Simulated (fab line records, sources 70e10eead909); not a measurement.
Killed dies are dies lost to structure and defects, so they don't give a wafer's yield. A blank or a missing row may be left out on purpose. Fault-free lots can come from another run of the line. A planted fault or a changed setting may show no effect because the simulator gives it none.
A struck lot beside a sound one :: flow nand harc :: 14 out of 1302 route steps
Sound: these wafers, L551.2, L551.3, L551.5. Wafers L544.1, L544.3, L544.6 were the ones struck. The cause is named last.
Order at every step that has rows: each side's tool, ch and its chambers, its first start. Under that, the readings that differ: sound wafers :: struck wafers :: difference of the means :: sigmas: that difference in standard deviations of wafers without a fault.
alike: readings whose means differ by less than 2 such deviations, and words and numbers that are the same on both sides. not compared: withheld readings, readings that some wafer has no value for, bounds like >300 that may hide the same value, and numbers for which the record gives no deviation and whose values overlap.
A row with sigmas, a row that says differs or no value, or rows on one side alone: a step with any of these is where the two part. Numbers that don't overlap but have no deviation are shown without sigmas and don't part them. A reading that every wafer of one side lacks parts them only if that side has two wafers or more.

NHARC_A_BLC_PVD_32: deposits Ti, target thk 5 nm, time 17.7 s.
  sound on pvd sputter-03; struck on pvd sputter-02
  alike: throttle valve pct
NHARC_A_BLC_ALD_23: deposits TiN, target thk 3 nm, pulse time 1 s, ald cycles 150.
  sound on ald metal-02 ch 0,1, day 31 20:25; struck on ald metal-04 ch 1,2, day 28 22:12
  alike: heater power w, precursor pulse height rel
NHARC_A_BLC_CVD_24: deposits W, target thk 150 nm, time 434 s.
  sound on cvd w-02 ch 0; struck on cvd w-01 ch 0,1
  alike: heater power w, throttle valve pct
NHARC_A_BLC_CMP_25: polishes, t overpolish 30 s, target thk 150 nm.
  sound on cmp-01 ch 0,3, day 31 21:10; struck on cmp-01 ch 1,2,3, day 28 22:56
  alike: edge zone pressure frac, motor current A, overpolish run s, slurry flow ml min, time to endpoint s
following that, these wafers have no rows for 1 step: NHARC_A_BLC_SRD_27.
NHARC_A_BLC_INSPECT_28:
  sound on defect inspect-02, day 31 21:32; struck on defect inspect-02, day 28 23:20
  alike: raw defect count
then, 5 steps without rows for these wafers: NHARC_A_M0_DEP_00 (deposits SiOC, target thk 150 nm); NHARC_A_M0_DEHYDRATE_01 (time 120 s); NHARC_A_M0_HMDS_02 (time 30 s); NHARC_A_M0_COAT_33 (time 65 s); NHARC_A_M0_COAT_03 (resist thk 90 nm).
NHARC_A_M0_SOFTBAKE_04: time 55 s.
  sound on litho track-01 ch 0, day 31 22:00; struck on litho track-04 ch 0, day 28 23:00
reading: heater power total W (W)
sound: 188.33 188.32 188.48
struck: 199.46 199.67 199.58
difference: +11.19
sigmas: +80
following that, these wafers have no rows for 1 step: NHARC_A_M0_EBR_05.
NHARC_END_SORT_01:
  the record has rows for the sound wafers here (prober-02 ch 0, day 33 17:13) and none for the struck ones

WHERE THEY PART
At NHARC_A_M0_SOFTBAKE_04 first; at NHARC_END_SORT_01 last (within this record only).

WHY: what the simulator had put in
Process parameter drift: litho track-04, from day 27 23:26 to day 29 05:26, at NHARC_A_M0_SOFTBAKE_04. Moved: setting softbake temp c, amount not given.
